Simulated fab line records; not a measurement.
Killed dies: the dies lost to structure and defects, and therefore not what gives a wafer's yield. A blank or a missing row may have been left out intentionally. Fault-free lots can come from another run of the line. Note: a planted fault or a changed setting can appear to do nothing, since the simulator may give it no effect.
Matching of chambers | flow n5Finfet | N5_HKMG_FIN_HK_ALD_01 on aldHk-03 has 4 sister chambers
The step deposits HfO2, target thk 1.6 nm, pulse time 3 s, purge time 3 s. 4 wafers are shown with their chamber, then 7 later ones without.

WAFERS WITH THEIR CHAMBER
wafer  | chamber | precursorPulseHeightRel
L083.3 | 1       | 1.021
L086.3 | 3       | 0.954
L088.2 | 0       | 1.002
L088.4 | 2       | 0.963

WAFERS WHOSE CHAMBER IS MISSING
wafer  | precursorPulseHeightRel
L088.6 | 0.988
L091.3 | 1.033
L091.4 | 1.016
L091.6 | 1.009
L094.1 | 0.956
L094.4 | 0.995
L094.6 | 0.997

CHAMBER TAKEN BY EACH
wafer  | from the rows above     | in truth
L088.6 | can't be placed: 0 or 2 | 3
L091.3 | 1                       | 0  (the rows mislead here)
L091.4 | can't be placed: 1 or 0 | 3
L091.6 | can't be placed: 0 or 1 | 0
L094.1 | can't be placed: 3 or 2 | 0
L094.4 | 0                       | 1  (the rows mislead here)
L094.6 | 0                       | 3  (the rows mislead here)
0 of 7 placed correctly. Can't be placed from these rows: 4 (the true chamber is among the candidates in 1). Placed wrongly: 3.
How it was worked out, from the rows above alone: a wafer's distance from a chamber is the root of the sum, over the readings, of the square of ((its reading less the chamber's mean) divided by the reading's scatter). If the next closest chamber is less than 2 further off than the closest, the wafer can't be placed; otherwise it belongs to the closest. The mean given for a chamber averages the wafers shown for that chamber. The scatter: root of mean squared gap, hidden wafer to nearest shown wafer, with one shown wafer a chamber.
